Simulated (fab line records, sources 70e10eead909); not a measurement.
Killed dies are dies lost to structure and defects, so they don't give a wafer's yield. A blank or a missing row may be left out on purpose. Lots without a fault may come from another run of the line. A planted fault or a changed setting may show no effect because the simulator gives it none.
A struck lot beside a sound one | flow nand_harc | 37 steps out of a route of 1302
Sound: wafers L148.2, L148.4, L148.6. Struck: wafers L160.2, L160.4, L160.5. The cause comes at the end.
At each step with rows: each side's tool, then ch and its chambers, then its first start. Under that, the readings that differ: sound wafers | struck wafers | difference of the means | sigmas: that difference in standard deviations of wafers without a fault.
alike: readings whose means differ by less than 2 such deviations, and words and numbers that are the same on both sides. not compared: withheld readings, readings that some wafer has no value for, bounds like >300 that may hide the same value, and numbers for which the record gives no deviation and whose values overlap.
The two part at a step that has a row with sigmas, a row that says differs or no value, or rows on one side only. Numbers that don't overlap but have no deviation are shown without sigmas and don't part them. A reading that every wafer of one side lacks parts them only if that side has two wafers or more.

first, 5 steps without rows for these wafers: NHARC_A_SGD_CUT_PRECLEAN_18 (cleans in SC1); NHARC_A_SGD_CUT_SRD_19; NHARC_A_SGD_CUT_DEP_20 (deposits SiO2, target thk 150 nm); NHARC_A_SGD_CUT_ANNEAL_27 (time 1800 s); NHARC_A_SGD_CUT_CMP_21 (polishes, target thk 148.19 nm).
NHARC_A_SGD_CUT_THK_MEAS_22: measures by ellipsometry.
  sound on film_metro-02, day 20 04:41; struck on film_metro-01, day 25 00:02
  alike: thk_nm
then, 4 steps without rows for these wafers: NHARC_A_SGD_CUT_SRD_23; NHARC_A_SGD_CUT_ETCH_26 (etches SiO2 in dHF, target depth 45.8 nm); NHARC_A_SGD_CUT_ETCHBACK_24 (etches the open film in CH3F/O2, target depth 50 nm, time 92.857 s); NHARC_A_SGD_CUT_STRIP_28 (strips in O2, time 20 s).
NHARC_A_SGD_CUT_INSPECT_25:
  sound on defect_inspect-02, day 20 05:10; struck on defect_inspect-01, day 25 00:32
  alike: raw_defect_count
NHARC_A_SLIT_DEP_25: deposits SiO2, target thk 200 nm.
  sound on pecvd-01 ch 1,2, day 20 05:13; struck on pecvd-01 ch 1,2, day 25 00:41
  reading            | sound       | struck      | difference | sigmas
  heater_power_w (W) | 663 656 536 | 547 506 417 | -128       | -2
  alike: showerhead_vpp_V, throttle_valve_pct
NHARC_A_SLIT_DEP_00: deposits aC, target thk 6200 nm.
  sound on acl_dep-03 ch 0, day 20 06:11; struck on acl_dep-03 ch 0, day 25 05:08
  alike: throttle_valve_pct
NHARC_A_SLIT_DEP_23: deposits SiON, target thk 100 nm.
  sound on pecvd-04 ch 0,1,2, day 20 09:26; struck on pecvd-01 ch 1,2, day 25 08:18
  alike: heater_power_w, showerhead_vpp_V
then, 8 steps without rows for these wafers: NHARC_A_SLIT_DEHYDRATE_01 (time 120 s); NHARC_A_SLIT_HMDS_02 (time 30 s); NHARC_A_SLIT_COAT_03 (resist thk 90 nm); NHARC_A_SLIT_SOFTBAKE_04 (time 55 s); NHARC_A_SLIT_EBR_05; NHARC_A_SLIT_EXPOSE_06 (exposes mask SLIT); NHARC_A_SLIT_PEB_07 (peb time 65 s); NHARC_A_SLIT_DEVELOP_08 (develop time 35 s).
NHARC_A_SLIT_CD_MEAS_09: target cd 300 nm.
  sound on cd_sem-02 ch 0, day 20 09:56; struck on cd_sem-03 ch 0, day 25 08:56
  alike: cd_nm
NHARC_A_SLIT_OVL_MEAS_10:
  sound on overlay-02, day 20 10:01; struck on overlay-01, day 25 09:01
  reading           | sound          | struck      | difference | sigmas
  overlay_y_nm (nm) | -1.1 -0.6 -0.3 | 1.5 2.1 1.5 | +2.4       | +3
  alike: overlay_x_nm
NHARC_A_SLIT_INSPECT_11:
  sound on defect_inspect-02, day 20 10:03; struck on defect_inspect-01, day 25 09:03
  alike: raw_defect_count
NHARC_A_SLIT_DESCUM_14: chemistry O2, time 3 s.
  sound on rie_diel-08 ch 0,2, day 20 10:07; struck on rie_diel-09 ch 0,3, day 25 09:07
  reading      | sound          | struck         | difference | sigmas
  rf_vpp_V (V) | 56.1 56.7 56.4 | 59.3 56.8 58.6 | +1.8       | +2
  alike: drypump_motor_current_A, mfc_ar_sccm, oes_product_au, showerhead_plenum_p_Torr, throttle_valve_pct
  not compared: rf_hours_counter_h
NHARC_A_SLIT_ETCH_24: etches the open film in CF4/CHF3, target depth 121 nm, time 60.5 s.
  sound on rie_diel-08 ch 0,2,3, day 20 10:12; struck on rie_diel-09 ch 1,3, day 25 09:12
  alike: drypump_motor_current_A, mfc_ar_sccm, oes_product_au, rf_vpp_V, showerhead_plenum_p_Torr, throttle_valve_pct
  not compared: rf_hours_counter_h
then, 2 steps without rows for these wafers: NHARC_A_SLIT_ETCH_15 (etches the open film in O2/COS, target depth 6200 nm, time 1612 s); NHARC_A_SLIT_ETCH_17 (etches the open film in C4F8/O2/Ar, time 4254.5 s, target depth 20300 nm).
NHARC_A_SLIT_ETCH_26: etches the open film in C4F8/O2/Ar, time 90 s, target depth 400 nm.
  sound on har_etch-02 ch 0,1, day 20 15:01; struck on har_etch-02 ch 0, day 25 14:02
  alike: drypump_motor_current_A, he_backside_leak_sccm, mfc_ar_sccm, showerhead_plenum_p_Torr, throttle_valve_pct
  not compared: rf_hours_counter_h
then, 5 steps without rows for these wafers: NHARC_A_SLIT_STRIP_28 (strips in O2/COS); NHARC_A_SLIT_ETCH_29 (etches the open film in CF4/O2, target depth 100 nm, overetch 10 nm, time 55 s); NHARC_A_SLIT_STRIP_18 (strips in O2); NHARC_A_SLIT_PRECLEAN_19 (cleans in SC1); NHARC_A_SLIT_SRD_20.
NHARC_A_SLIT_CD_MEAS_21:
  sound on cd_sem-02, day 20 16:29; struck on cd_sem-02, day 25 15:31
  alike: cd_nm
-- the record jumps here: 4 days lie between the struck wafers' starts before and after (it left off in module A_SLIT and takes up again in module END, whose first step shown is number 1302 of the route) --
NHARC_END_SORT_01:
  the record has rows for the struck wafers here (prober-02 ch 0, day 30 02:45) and none for the sound ones

WHERE THEY PART
First at NHARC_A_SLIT_DEP_25; last, within this record, at NHARC_END_SORT_01.

WHY: what the simulator had put in
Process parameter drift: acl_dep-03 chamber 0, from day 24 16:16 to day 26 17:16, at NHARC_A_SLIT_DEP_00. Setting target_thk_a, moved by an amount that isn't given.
